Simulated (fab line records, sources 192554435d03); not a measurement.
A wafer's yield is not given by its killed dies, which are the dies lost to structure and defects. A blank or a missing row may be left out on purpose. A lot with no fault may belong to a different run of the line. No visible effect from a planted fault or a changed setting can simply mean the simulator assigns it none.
Split-lot experiment + flow n5 finfet + 21 wafers read across 7 lots, on a route 1938 steps long

## SPLIT DETAILS
At N5_BEOL_M7_COAT_22 (resist thk 30 nm), the setting spin rpm was moved away from the recipe's 1500 rpm on 5 of the 21 wafers read, by -7.8% to +5.2%. This setting was run at the recipe's value on the other wafers.

The reading comes from the split's own step.

## THE READING
CAR-EUV_of_BEOL_M7_COAT_22.thk nm (the simulator's own value, which no gauge read), in nm, at N5_BEOL_M7_COAT_22 (resist thk 30 nm). The file gives no usual value for it. Average 30.0 nm, standard deviation 0.097 nm, over the 16 wafers here run with the recipe.

| wafer  | tool, chamber at the split | spin rpm as run, rpm | against the recipe | CAR-EUV_of_BEOL_M7_COAT_22.thk nm, nm | against lot-mates on the recipe |
|--------|----------------------------|----------------------|--------------------|---------------------------------------|---------------------------------|
| L074.2 | litho track-03, 0          | 1383                 | -7.8%              | 31.4                                  | +1.4                            |
| L074.3 | litho track-03, 0          | 1383                 | -7.8%              | 31.4                                  | +1.4                            |
| L074.4 | litho track-03, 0          | 1500                 | recipe             | 30                                    | -                               |
| L075.3 | litho track-03, 0          | 1500                 | recipe             | 30                                    | -                               |
| L075.4 | litho track-03, 0          | 1500                 | recipe             | 30                                    | -                               |
| L075.5 | litho track-03, 0          | 1500                 | recipe             | 30                                    | -                               |
| L076.2 | litho track-03, 0          | 1569                 | +4.6%              | 29.4                                  | -0.6                            |
| L076.5 | litho track-03, 0          | 1500                 | recipe             | 30                                    | -                               |
| L076.6 | litho track-03, 0          | 1500                 | recipe             | 30                                    | -                               |
| L087.1 | litho track-03, 0          | 1500                 | recipe             | 30                                    | -                               |
| L087.2 | litho track-03, 0          | 1500                 | recipe             | 29.8                                  | -                               |
| L087.4 | litho track-03, 0          | 1500                 | recipe             | 29.8                                  | -                               |
| L093.2 | litho track-03, 0          | 1578                 | +5.2%              | 29.2                                  | -0.8                            |
| L093.3 | litho track-03, 0          | 1500                 | recipe             | 30                                    | -                               |
| L093.4 | litho track-03, 0          | 1500                 | recipe             | 30                                    | -                               |
| L094.1 | litho track-05, 0          | 1500                 | recipe             | 30                                    | -                               |
| L094.2 | litho track-05, 0          | 1452                 | -3.2%              | 30.6                                  | +0.5                            |
| L094.5 | litho track-05, 0          | 1500                 | recipe             | 30.2                                  | -                               |
| L095.3 | litho track-02, 0          | 1500                 | recipe             | 30                                    | -                               |
| L095.5 | litho track-02, 0          | 1500                 | recipe             | 30                                    | -                               |
| L095.4 | litho track-02, 0          | 1500                 | recipe             | 29.8                                  | -                               |

FIT RESULTS
A straight line over all 21 wafers: CAR-EUV_of_BEOL_M7_COAT_22.thk nm changes by -0.17 nm for each +1% of spin rpm; r = -0.98; the points scatter about the line by 0.11 nm.
The same after taking each lot's own level away (the mean of its wafers on the recipe; 21 wafers): -0.168 nm for each +1%; r = -0.99; scatter 0.079 nm.
The reading moves by 1.3 nm for the largest change in spin rpm, on that fit.
Measured against the standard deviation above, the lots' own levels, which go from 29.87 to 30.10 nm, span 2.4 times it.
Consequently the slope shifts little with the lot-to-lot level, the two slopes agreeing.
Check: with one of the wafers moved furthest among these (-7.8%) left out of the fit, the line predicts +1.29 nm for it against its lot-mates. It came out at +1.4 nm against them.

## OTHER SPLITS APPLIED TO THESE WAFERS
Before the reading, these wafers also passed through other splits. Each is held against what the fit with the lots' levels taken away leaves over:
| other split on the same wafers | wafers away from the commonest value | r with CAR-EUV_of_BEOL_M7_COAT_22.thk nm (lot level and that fit taken away) |
|--------------------------------|--------------------------------------|------------------------------------------------------------------------------|
| N5_BEOL_M4_COAT_76 spin rpm    | 7                                    | -0.18                                                                        |
| N5_BEOL_M4_DESCUM_33 time s    | 4                                    | +0.13                                                                        |
| N5_BEOL_M6_ILD_DEP_00 time s   | 9                                    | +0.19                                                                        |
| N5_BEOL_M6_EXPOSE_08 dose mj   | 8                                    | +0.16                                                                        |
| N5_BEOL_M7_PECVD_70 time s     | 4                                    | -0.07                                                                        |

## FILE'S OWN FIT
CAR-EUV_of_BEOL_M7_COAT_22.thk nm changes by -0.163 nm for each +1% of spin rpm, r = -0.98.
